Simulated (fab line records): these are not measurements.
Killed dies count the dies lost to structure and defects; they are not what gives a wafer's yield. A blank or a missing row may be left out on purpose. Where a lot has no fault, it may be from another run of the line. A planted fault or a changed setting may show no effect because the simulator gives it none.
fab line records	flow n5-finfet
record lots=7	wafers=39
route steps=1938 shown BEOL_M5@1112 BEOL_M8@1335 BEOL_M10@1512 BEOL_M11@1575
start-h: hours from the record's opening day to when the first of the lot's shown wafers began	wait-h: hours since the lot's step before	" repeats the value in the row above	L1.1+2: one row covering several wafers at once	- no value, or no start given	* or withheld: withheld	< > ~ a bound
route shown NAME@n: a module of which the file shows steps, and the number in the route of the first	usual: the fault-free wafers' mean and standard deviation	same: alike in all rows	chamber/n: place in a boat	sites: readings site by site	_std_site: the values' standard deviation	_edge_site: inner sites' mean taken away from outer sites' mean	radius-mm: for every site, how far away it sits from the centre of the wafer	mask NAME#n: copy n	behind: tool/chamber where the wafer was last shaped	hold: why the lot went on hold/how many hours it stayed there/how the hold came to an end	device: transistor that didn't switch, given as n, p or np	end of line: tests of these same wafers at the route's end	step lacking rows: just its recipe	killed: not the wafer's yield, but the dies lost to structure and defects at the first sort	map: shows each die of a wafer: x if killed, . if not, _ if none is there
set.NAME: the setting the step ran with; set.NAME@STEP: the setting that earlier step ran with	model.NAME: the simulator's own value behind a step, which no gauge read
one table per step and one row per wafer, for lots whose settings were changed on purpose
## steps
# step N5_BEOL_M5_ILD_DEP_00
# recipe material=SiCOH_lowk	target-thk-a=1406.4	temp-c=300	precursor=DEMS/porogen	pressure-torr=5	rf-w=500	time-s=25.9
lot.wafer	tool	chamber	start-h	wait-h	set.time-s	model.SiCOH_lowk_of_BEOL_M5_ILD_DEP_00.thk-nm
L074.1+5	pecvd-01	2,1	168.12	0.8	21.19	115.6
L074.2	"	0	"	"	25.9	140.4
L074.3	"	1	"	"	25.9	138.4
L074.4	"	0	"	"	21.19	118.4
L074.6	"	2	"	"	25.9	143
L076.1	pecvd-01	0	173.29	0.8	25.9	142.8
L076.2	"	2	"	"	25.9	142.6
L076.3	"	1	"	"	39.01	208.8
L076.4	"	2	"	"	39.01	212.8
L076.5	"	0	"	"	39.01	213.6
L076.6	"	1	"	"	25.9	143.4
L075.2	pecvd-01	0	180.38	0.7	25.9	141.2
L075.4+6	"	0,2	"	"	25.9	143.6
L082.1	pecvd-01	1	215.51	0.8	25.9	141.8
L082.2	"	0	"	"	25.9	144.8
L082.3	"	2	"	"	39.66	211.4
L082.4	"	0	"	"	39.66	219.2
L082.5	"	2	"	"	39.66	215.4
L082.6	"	1	"	"	25.9	143.8
L087.1	pecvd-02	1	244.48	0.8	11.39	63.4
L087.2	"	0	"	"	11.39	61.6
L087.3	"	2	"	"	11.39	67
L087.4	"	1	"	"	25.9	142.4
L087.5	"	0	"	"	25.9	140.6
L087.6	"	2	"	"	25.9	144.4
L091.1	pecvd-02	0	266.58	0.8	25.9	138.4
L091.2	"	2	"	"	25.9	142
L091.3	"	1	"	"	25.9	140.6
L091.4	"	1	"	"	25.9	140.8
L091.5	"	2	"	"	25.9	144.6
L091.6	"	0	"	"	25.9	140
L093.1	pecvd-04	0	287.99	0.8	25.9	140.6
L093.2	"	2	"	"	25.9	142.6
L093.3	"	1	"	"	36.45	196.6
L093.4	"	1	"	"	36.45	201.4
L093.5	"	0	"	"	36.45	198.4
L093.6	"	2	"	"	25.9	145.2
# step N5_BEOL_M5_CURE_79
# recipe temp-c=385	time-s=240	ambient=He/Ar	material=SiCOH_lowk
lot.wafer	tool	chamber	start-h	wait-h	set.time-s@BEOL_M5_ILD_DEP_00	model.SiCOH_lowk_of_BEOL_M5_ILD_DEP_00.thk-nm
L074.1+5	uv-cure-02	1	168.70	0.6	21.19	99.4
L074.2	"	1	"	"	25.9	120.8
L074.3	"	1	"	"	25.9	119
L074.4	"	1	"	"	21.19	101.8
L074.6	"	1	"	"	25.9	123
L076.1+2	uv-cure-03	2	173.35	0.0	25.9	122.8
L076.3	"	2	"	"	39.01	180.2
L076.4	"	2	"	"	39.01	183.8
L076.5	"	2	"	"	39.01	184.6
L076.6	"	2	"	"	25.9	123.4
L075.2	uv-cure-01	1	180.52	0.1	25.9	121.4
L075.4	"	1	"	"	25.9	123.6
L075.6	"	1	"	"	25.9	123.4
L082.1	uv-cure-01	1	215.57	0.0	25.9	122
L082.2	"	1	"	"	25.9	124.6
L082.3	"	1	"	"	39.66	182.6
L082.4	"	1	"	"	39.66	189.4
L082.5	"	1	"	"	39.66	186
L082.6	"	1	"	"	25.9	123.8
L087.1	uv-cure-01	2	244.55	0.0	11.39	54.4
L087.2	"	2	"	"	11.39	52.8
L087.3	"	2	"	"	11.39	57.4
L087.4	"	2	"	"	25.9	122.4
L087.5	"	2	"	"	25.9	121
L087.6	"	2	"	"	25.9	124.2
L091.1	uv-cure-02	0	266.64	0.0	25.9	119
L091.2	"	0	"	"	25.9	122.2
L091.3	"	0	"	"	25.9	121
L091.4	"	0	"	"	25.9	121.2
L091.5	"	0	"	"	25.9	124.4
L091.6	"	0	"	"	25.9	120.4
L093.1	uv-cure-02	0	288.05	0.0	25.9	121
L093.2	"	0	"	"	25.9	122.6
L093.3	"	0	"	"	36.45	169.6
L093.4	"	0	"	"	36.45	174
L093.5	"	0	"	"	36.45	171.2
L093.6	"	0	"	"	25.9	125
# step N5_BEOL_M5_THK_MEAS_01
# recipe reads=SiCOH_lowk_of_BEOL_M5_ILD_DEP_00
# usual M5_ILD_THK=121.8/2
lot.wafer	tool	chamber	start-h	wait-h	set.time-s@BEOL_M5_ILD_DEP_00	M5_ILD_THK[nm]
L074.1	film-metro-01	-	169.21	0.4	21.19	99.4
L074.2	"	-	"	"	25.9	120.8
L074.3	"	-	"	"	25.9	119.1
L074.4	"	-	"	"	21.19	101.8
L074.5	"	-	"	"	21.19	99.5
L074.6	"	-	"	"	25.9	123.1
L076.1	film-metro-02	-	173.87	0.4	25.9	122.8
L076.2	"	-	"	"	25.9	122.7
L076.3	"	-	"	"	39.01	180.2
L076.4	"	-	"	"	39.01	183.8
L076.5	"	-	"	"	39.01	184.6
L076.6	"	-	"	"	25.9	123.5
L075.2	film-metro-01	-	180.96	0.4	25.9	121.4
L075.4	"	-	"	"	25.9	123.7
L075.6	"	-	"	"	25.9	123.6
L082.1	film-metro-02	-	216.10	0.4	25.9	122.1
L082.2	"	-	"	"	25.9	124.8
L082.3	"	-	"	"	39.66	182.5
L082.4	"	-	"	"	39.66	189.3
L082.5	"	-	"	"	39.66	185.8
L082.6	"	-	"	"	25.9	123.8
L087.1	film-metro-01	-	245.06	0.4	11.39	54.4
L087.2	"	-	"	"	11.39	52.7
L087.3	"	-	"	"	11.39	57.3
L087.4	"	-	"	"	25.9	122.5
L087.5	"	-	"	"	25.9	121.0
L087.6	"	-	"	"	25.9	124.2
L091.1	film-metro-01	-	267.16	0.4	25.9	119.0
L091.2	"	-	"	"	25.9	122.0
L091.3	"	-	"	"	25.9	121.0
L091.4	"	-	"	"	25.9	121.2
L091.5	"	-	"	"	25.9	124.4
L091.6	"	-	"	"	25.9	120.3
L093.1	film-metro-01	-	288.56	0.4	25.9	121.0
L093.2	"	-	"	"	25.9	122.8
L093.3	"	-	"	"	36.45	169.7
L093.4	"	-	"	"	36.45	173.8
L093.5	"	-	"	"	36.45	171.2
L093.6	"	-	"	"	25.9	125.0
# step N5_BEOL_M8_PECVD_70
# recipe material=SiO2	target-thk-a=200	temp-c=400	precursor=TEOS/O2	pressure-torr=5.5	rf-w=450	teos-flow-sccm=53.8	gas=O2	flow-sccm=3000	time-s=22.7
lot.wafer	tool	chamber	start-h	wait-h	set.time-s	model.SiO2_of_BEOL_M8_PECVD_70.thk-nm
L074.1+3	pecvd-02	0,1	198.27	0.0	22.7	20
L074.2	"	2	"	"	11.59	10.4
L074.4	"	2	"	"	22.7	20.4
L074.5+6	"	1,0	"	"	11.59	10.8
L076.1+2+5	pecvd-04	2,0,1	202.60	0.0	22.7	20.2
L076.3	"	1	"	"	27.66	23.8
L076.4	"	2	"	"	27.66	25
L076.6	"	0	"	"	27.66	24.8
L075.2	pecvd-03	2	210.03	0.0	22.7	20.2
L075.4+6	"	0,1	"	"	22.7	20.4
L082.1	pecvd-02	0	246.14	0.0	22.7	20
L082.2	"	1	"	"	22.7	19.8
L082.3	"	2	"	"	22.7	19.6
L082.4+5	"	2,1	"	"	22.7	20.2
L082.6	"	0	"	"	22.7	20.4
L087.1	pecvd-03	0	272.46	0.0	22.7	20.4
L087.2+6	"	2,0	"	"	10.61	10
L087.3	"	1	"	"	22.7	19.8
L087.4	"	2	"	"	22.7	20.8
L087.5	"	1	"	"	10.61	9.8
L093.1+2+3	pecvd-04	0,2,1	324.58	0.0	22.7	19.8
L093.4+5+6	"	1,2,0	"	"	15.24	13.6
L091.1	pecvd-04	1	327.09	0.0	26.82	23
L091.2+3	"	2,0	"	"	22.7	19.6
L091.4	"	2	"	"	26.82	24
L091.5	"	0	"	"	26.82	23.6
L091.6	"	1	"	"	22.7	19.8
# step N5_BEOL_M10_TRENCH_ETCH_37
# recipe chemistry=C4F6/O2	target-depth-a=1488.3	target=SiCOH_lowk	time-s=48	ion-energy-ev=250	pressure-mtorr=30	source-w=345	bias-w=185	Ar_flow_sccm=300	C4F6_flow_sccm=10	O2_flow_sccm=10
lot.wafer	tool	chamber	start-h	wait-h	set.time-s	model.etch.depth-nm	model.BEOL_M10.feature-depth-nm	model.TiN_of_BEOL_M10_HM_DEP_02.thk-nm
L074.1	rie-diel-01	0	-	-	48	142	142	15.8
L074.2	"	3	"	"	48	151.4	151.4	15.8
L074.3	"	2	"	"	48	151.9	151.8	15.8
L074.4	"	1	"	"	48	146.5	146.6	15.4
L074.5	"	2	"	"	48	152.2	152.2	15.4
L074.6	"	1	"	"	48	144.7	144.8	15.6
L076.1	rie-diel-03	2	-	-	22.23	66.31	66.4	18.2
L076.2	"	3	"	"	48	149.5	149.6	15.8
L076.3	"	1	"	"	48	154.7	154.6	15.6
L076.4	"	2	"	"	48	142.9	143	16.4
L076.5	"	3	"	"	22.23	69.53	69.6	18.2
L076.6	"	1	"	"	22.23	71.84	71.8	17.8
L075.2	rie-diel-03	3	-	-	48	148.9	148.8	16
L075.4	"	3	"	"	48	149.8	149.8	15.8
L075.6	"	2	"	"	48	141.2	141.2	16.2
L082.1	rie-diel-02	3	-	-	38	118.8	118.8	16.2
L082.2	"	2	"	"	48	152.9	152.8	15.4
L082.3	"	1	"	"	38	118.5	118.4	16.8
L082.4	"	2	"	"	38	120.6	120.6	16.4
L082.5	"	3	"	"	48	151.5	151.6	15.2
L082.6	"	1	"	"	48	149.5	149.6	15.8
L087.1	rie-diel-01	1	-	-	32.98	99.95	100	17.4
L087.2	"	0	"	"	32.98	97.58	97.6	17
L087.3	"	2	"	"	48	150.3	150.2	16.2
L087.4	"	3	"	"	48	150.9	150.8	16.2
L087.5	"	1	"	"	48	144.9	145	16.6
L087.6	"	2	"	"	32.98	103.7	103.8	17.2
L093.1	rie-diel-03	1	-	-	60.57	192.6	192.6	14.4
L093.2	"	0	"	"	48	147.5	147.6	15.6
L093.3	"	2	"	"	48	142	142	16
L093.4	"	3	"	"	48	149.5	149.6	16.2
L093.5	"	1	"	"	60.57	192.7	192.6	14.4
L093.6	"	0	"	"	60.57	185.5	185.6	15
L091.1	rie-diel-03	2	-	-	48	141.3	141.2	16.2
L091.2	"	3	"	"	59.83	186.1	186.2	15
L091.3	"	1	"	"	48	151	151	15.6
L091.4	"	0	"	"	59.83	182	182	14.4
L091.5	"	0	"	"	59.83	182.9	183	15
L091.6	"	3	"	"	48	148.8	148.8	15.4
# step N5_BEOL_M10_ETCH_41
# recipe chemistry=CH3F/O2	target=SiCN	target-depth-a=426	taper-deg=2	time-s=86	ion-energy-ev=120	mask-material=TiN	pressure-mtorr=30	source-w=395	bias-w=75	Ar_flow_sccm=150	CH3F_flow_sccm=30	O2_flow_sccm=20
# step N5_BEOL_M10_STRIP_77
# recipe chemistry=N2/H2	time-s=10	power-w=450	temp-c=40	pressure-mtorr=20	rf-frequency-hz=6e+07	bias-power-w=7	n2-flow-sccm=200	h2-flow-sccm=200
# step N5_BEOL_M10_OCD_MEAS_38
# usual trench-depth-nm=148/4.2
lot.wafer	tool	chamber	start-h	wait-h	set.time-s@BEOL_M10_TRENCH_ETCH_37	trench-depth-nm
L074.1	ocd-02	-	219.42	-	48	142
L074.2	"	-	"	"	48	-
L074.3	"	-	"	"	48	152
L074.4	"	-	"	"	48	-
L074.5	"	-	"	"	48	152
L074.6	"	-	"	"	48	-
L076.1	ocd-01	-	223.26	-	22.23	66
L076.2	"	-	"	"	48	-
L076.3	"	-	"	"	48	155
L076.4	"	-	"	"	48	-
L076.5	"	-	"	"	22.23	-
L076.6	"	-	"	"	22.23	72
L075.2	ocd-02	-	235.21	-	48	149
L075.4	"	-	"	"	48	150
L075.6	"	-	"	"	48	141
L082.1	ocd-01	-	267.86	-	38	119
L082.2	"	-	"	"	48	153
L082.3	"	-	"	"	38	119
L082.4	"	-	"	"	38	-
L082.5	"	-	"	"	48	-
L082.6	"	-	"	"	48	-
L087.1	ocd-02	-	297.85	-	32.98	100
L087.2	"	-	"	"	32.98	97
L087.3	"	-	"	"	48	150
L087.4	"	-	"	"	48	151
L087.5	"	-	"	"	48	145
L087.6	"	-	"	"	32.98	103
L093.1	ocd-02	-	344.97	-	60.57	193
L093.2	"	-	"	"	48	147
L093.3	"	-	"	"	48	141
L093.4	"	-	"	"	48	149
L093.5	"	-	"	"	60.57	193
L093.6	"	-	"	"	60.57	185
L091.1	ocd-02	-	345.66	-	48	141
L091.2	"	-	"	"	59.83	186
L091.3	"	-	"	"	48	151
L091.4	"	-	"	"	59.83	182
L091.5	"	-	"	"	59.83	183
L091.6	"	-	"	"	48	149
# step N5_BEOL_M10_HM_STRIP_39
# recipe chemistry=peroxide-tin-strip	material=TiN	target-depth-a=250	temp-c=50	time-s=158
# step N5_BEOL_M10_SRD_40
# recipe time-s=30	temp-c=23	rinse-liquid=diw	dry=ipa-marangoni
# step N5_BEOL_M10_ECD_50
# recipe material=Cu	target-thk-a=3180
# step N5_BEOL_M10_ANNEAL_51
# recipe temp-c=225	time-s=90	ambient=N2
# step N5_BEOL_M10_CMP_52
# recipe stop-on=SiCOH_lowk	t-overpolish-s=7	down-force-psi=1	platen-rpm=50	clearing-platen-down-force-psi=1.5	clearing-platen-rpm=50	post-cmp-clean=cu-alkaline	target-thk-nm=140	clearing-platen-pad-velocity-m-s=0.99484	pad-velocity-m-s=0.99484
lot.wafer	tool	chamber	start-h	wait-h	set.time-s@BEOL_M10_TRENCH_ETCH_37	model.Cu_of_BEOL_M10_ECD_50.thk-nm
L074.2+5	cmp-04	1	226.79	0.4	48	145
L074.3	"	2	"	"	48	144
L074.1	"	3	"	"	48	134.2
L074.4	"	0	"	"	48	137.8
L074.6	"	2	"	"	48	136.2
L076.2	cmp-02	1	229.06	0.2	48	140.6
L076.3	"	2	"	"	48	145
L076.1	"	3	"	"	22.23	58.2
L076.4	"	0	"	"	48	133.4
L076.5	"	1	"	"	22.23	59
L076.6	"	2	"	"	22.23	60.4
L075.4	cmp-04	3	241.12	0.1	48	140.6
L075.2	"	2	"	"	48	138.8
L075.6	"	3	"	"	48	131.6
L082.3	cmp-04	0	270.85	0.2	38	111
L082.2	"	1	"	"	48	145.4
L082.1	"	2	"	"	38	111.4
L082.4	"	3	"	"	38	112.6
L082.6	"	0	"	"	48	141.8
L082.5	"	1	"	"	48	143.8
L087.4	cmp-04	0	300.00	0.1	48	142.4
L087.3	"	1	"	"	48	143.4
L087.2	"	2	"	"	32.98	89.6
L087.1	"	3	"	"	32.98	91.2
L087.5	"	0	"	"	48	137.2
L087.6	"	1	"	"	32.98	95.6
L093.3	cmp-02	2	347.25	0.2	48	131.6
L093.4	"	3	"	"	48	142
L093.1	"	0	"	"	60.57	182.2
L093.2	"	1	"	"	48	138.2
L093.5	"	2	"	"	60.57	182.6
L093.6	"	3	"	"	60.57	179
L091.1	cmp-02	2	347.52	0.3	48	131.2
L091.2	"	3	"	"	59.83	178
L091.4	"	0	"	"	59.83	171.2
L091.3	"	1	"	"	48	141
L091.6	"	2	"	"	48	138.2
L091.5	"	3	"	"	59.83	175.2
# step N5_BEOL_M10_THK_MEAS_53
# recipe thk-meas-gauge=xrf	reads=Cu_of_BEOL_M10_ECD_50
# usual M10_THK=138/4.6
lot.wafer	tool	chamber	start-h	wait-h	set.time-s@BEOL_M10_TRENCH_ETCH_37	M10_THK[nm]
L074.1	film-metro-02	-	227.09	-	48	133
L074.2	"	-	"	"	48	-
L074.3	"	-	"	"	48	142
L074.4	"	-	"	"	48	-
L074.5	"	-	"	"	48	143
L074.6	"	-	"	"	48	-
L076.1	film-metro-01	-	229.36	-	22.23	59
L076.2	"	-	"	"	48	-
L076.3	"	-	"	"	48	145
L076.4	"	-	"	"	48	-
L076.5	"	-	"	"	22.23	-
L076.6	"	-	"	"	22.23	61
L075.2	film-metro-01	-	241.41	-	48	140
L075.4	"	-	"	"	48	141
L075.6	"	-	"	"	48	132
L082.1	film-metro-01	-	271.15	-	38	111
L082.2	"	-	"	"	48	144
L082.3	"	-	"	"	38	110
L082.4	"	-	"	"	38	-
L082.5	"	-	"	"	48	-
L082.6	"	-	"	"	48	-
L087.1	film-metro-01	-	300.29	-	32.98	93
L087.2	"	-	"	"	32.98	91
L087.3	"	-	"	"	48	145
L087.4	"	-	"	"	48	145
L087.5	"	-	"	"	48	139
L087.6	"	-	"	"	32.98	97
L093.1	film-metro-02	-	347.54	-	60.57	178
L093.2	"	-	"	"	48	135
L093.3	"	-	"	"	48	129
L093.4	"	-	"	"	48	139
L093.5	"	-	"	"	60.57	178
L093.6	"	-	"	"	60.57	175
L091.1	film-metro-01	-	347.81	-	48	129
L091.2	"	-	"	"	59.83	177
L091.3	"	-	"	"	48	140
L091.4	"	-	"	"	59.83	170
L091.5	"	-	"	"	59.83	174
L091.6	"	-	"	"	48	137
# step N5_BEOL_M10_PRE_CLEAN_55
# recipe gas=NH3	time-s=15	temp-c=withheld	rf-power-w=300
# step N5_BEOL_M10_DEP_56
# recipe material=SiCN	target-thk-a=150	temp-c=withheld	precursor=3MS/NH3	pressure-torr=3	rf-w=202	time-s=26.5
# step N5_BEOL_M10_RS_MEAS_57
# recipe thk-meas-gauge=four-point-probe	reads=Cu_of_BEOL_M10_ECD_50+Co_of_BEOL_M10_CVD_75+TaN_of_BEOL_M10_ALD_74
# usual M10_RS=0.152/0.0053
lot.wafer	tool	chamber	start-h	wait-h	set.time-s@BEOL_M10_TRENCH_ETCH_37	M10_RS[ohm/sq]
L074.1	film-metro-02	-	227.26	0.1	48	0.158
L074.2	"	-	"	"	48	-
L074.3	"	-	"	"	48	0.146
L074.4	"	-	"	"	48	-
L074.5	"	-	"	"	48	0.145
L074.6	"	-	"	"	48	-
L076.1	film-metro-01	-	229.53	0.1	22.23	0.417
L076.2	"	-	"	"	48	-
L076.3	"	-	"	"	48	0.145
L076.4	"	-	"	"	48	-
L076.5	"	-	"	"	22.23	-
L076.6	"	-	"	"	22.23	0.400
L075.2	film-metro-02	-	241.55	0.1	48	0.152
L075.4	"	-	"	"	48	0.150
L075.6	"	-	"	"	48	0.161
L082.1	film-metro-01	-	271.28	0.1	38	0.194
L082.2	"	-	"	"	48	0.145
L082.3	"	-	"	"	38	0.195
L082.4	"	-	"	"	38	-
L082.5	"	-	"	"	48	-
L082.6	"	-	"	"	48	-
L087.1	film-metro-02	-	300.46	0.1	32.98	0.244
L087.2	"	-	"	"	32.98	0.249
L087.3	"	-	"	"	48	0.147
L087.4	"	-	"	"	48	0.148
L087.5	"	-	"	"	48	0.154
L087.6	"	-	"	"	32.98	0.232
L093.1	film-metro-02	-	347.68	0.1	60.57	0.113
L093.2	"	-	"	"	48	0.153
L093.3	"	-	"	"	48	0.161
L093.4	"	-	"	"	48	0.148
L093.5	"	-	"	"	60.57	0.113
L093.6	"	-	"	"	60.57	0.115
L091.1	film-metro-02	-	347.95	0.1	48	0.162
L091.2	"	-	"	"	59.83	0.116
L091.3	"	-	"	"	48	0.150
L091.4	"	-	"	"	59.83	0.121
L091.5	"	-	"	"	59.83	0.118
L091.6	"	-	"	"	48	0.153
# step N5_BEOL_M11_VIA_ETCH_34
# recipe chemistry=C4F6/O2	target=SiCOH_lowk	target-depth-a=1845	mask-material=SOC	taper-deg=4	time-s=69.2	ion-energy-ev=250	pressure-mtorr=30	source-w=345	bias-w=185	Ar_flow_sccm=300	C4F6_flow_sccm=10	O2_flow_sccm=10
lot.wafer	tool	chamber	start-h	wait-h	set.target-depth-a	model.etch.depth-nm	model.SOC_of_BEOL_M11_COAT_63.thk-nm
L074.1	rie-diel-05	0	229.86	0.0	1845	180.4	92
L074.2	"	3	"	"	1845	180.8	92.2
L074.3	"	2	"	"	1845	184	91.4
L074.4	"	1	"	"	1845	182.7	92.2
L074.5	"	0	"	"	1845	181.4	92.2
L074.6	"	3	"	"	1845	181.8	92.2
L076.1	rie-diel-06	1	232.94	0.0	739.3	72.54	96.4
L076.2	"	2	"	"	1845	182.5	91.8
L076.3	"	0	"	"	739.3	71.72	96.2
L076.4	"	3	"	"	739.3	71.97	96.6
L076.5	"	1	"	"	1845	181.4	92
L076.6	"	0	"	"	1845	179	91.8
L075.2	rie-diel-06	0	244.60	0.0	1845	178	92.8
L075.4	"	1	"	"	1845	180.8	92.4
L075.6	"	1	"	"	1845	179.1	92.6
L082.1	rie-diel-05	3	275.27	0.0	1845	180.9	92.2
L082.2+4	"	0	"	"	1845	178.9	92.2
L082.3	"	1	"	"	1845	185.4	91.8
L082.5	"	3	"	"	1845	179.8	92.6
L082.6	"	1	"	"	1845	186.5	91.8
L087.1	rie-diel-05	2	304.29	0.0	1845	183.5	92
L087.2	"	1	"	"	1281	127.8	94.6
L087.3	"	0	"	"	1281	124.6	95
L087.4	"	1	"	"	1845	184.8	92.4
L087.5	"	0	"	"	1845	178.6	92.8
L087.6	"	2	"	"	1281	127.9	94.6
L093.1	rie-diel-05	1	352.96	0.0	1845	183.1	92
L093.2	"	3	"	"	1845	186.5	92.2
L093.3	"	0	"	"	1506	146.3	93.8
L093.4	"	2	"	"	1845	184	91.8
L093.5	"	3	"	"	1506	152.9	93.6
L093.6	"	2	"	"	1506	151.3	93.2
L091.1	rie-diel-05	0	353.53	0.0	1845	178.5	92.4
L091.2	"	2	"	"	1845	185.2	92
L091.3	"	3	"	"	1845	187.5	92.4
L091.4	"	1	"	"	1845	183.7	92.2
L091.5	"	2	"	"	1845	184.3	92
L091.6	"	3	"	"	1845	187.7	92.4
## key
split step=N5_BEOL_M5_ILD_DEP_00	setting=time-s	stated=25.9	by=wafer
response step=N5_BEOL_M5_ILD_DEP_00	reading=model.SiCOH_lowk_of_BEOL_M5_ILD_DEP_00.thk-nm	change=+1.37	per=1%	r=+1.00
response step=N5_BEOL_M5_CURE_79	reading=model.SiCOH_lowk_of_BEOL_M5_ILD_DEP_00.thk-nm	change=+1.19	per=1%	r=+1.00
response step=N5_BEOL_M5_THK_MEAS_01	reading=M5_ILD_THK	change=+1.19	per=1%	r=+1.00
split step=N5_BEOL_M8_PECVD_70	setting=time-s	stated=22.7	by=wafer
response step=N5_BEOL_M8_PECVD_70	reading=model.SiO2_of_BEOL_M8_PECVD_70.thk-nm	change=+0.195	per=1%	r=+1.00
split step=N5_BEOL_M10_TRENCH_ETCH_37	setting=time-s	stated=48	by=wafer
response step=N5_BEOL_M10_TRENCH_ETCH_37	reading=model.etch.depth-nm	change=+1.52	per=1%	r=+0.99
response step=N5_BEOL_M10_TRENCH_ETCH_37	reading=model.BEOL_M10.feature-depth-nm	change=+1.52	per=1%	r=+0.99
response step=N5_BEOL_M10_TRENCH_ETCH_37	reading=model.TiN_of_BEOL_M10_HM_DEP_02.thk-nm	change=-0.0394	per=1%	r=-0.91
response step=N5_BEOL_M10_OCD_MEAS_38	reading=trench-depth-nm	change=+1.59	per=1%	r=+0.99
response step=N5_BEOL_M10_CMP_52	reading=model.Cu_of_BEOL_M10_ECD_50.thk-nm	change=+1.54	per=1%	r=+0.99
response step=N5_BEOL_M10_THK_MEAS_53	reading=M10_THK	change=+1.59	per=1%	r=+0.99
response step=N5_BEOL_M10_RS_MEAS_57	reading=M10_RS	change=-0.00309	per=1%	r=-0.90
split step=N5_BEOL_M11_VIA_ETCH_34	setting=target-depth-a	stated=1845	by=wafer
response step=N5_BEOL_M11_VIA_ETCH_34	reading=model.etch.depth-nm	change=+1.82	per=1%	r=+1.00
response step=N5_BEOL_M11_VIA_ETCH_34	reading=model.SOC_of_BEOL_M11_COAT_63.thk-nm	change=-0.0763	per=1%	r=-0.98
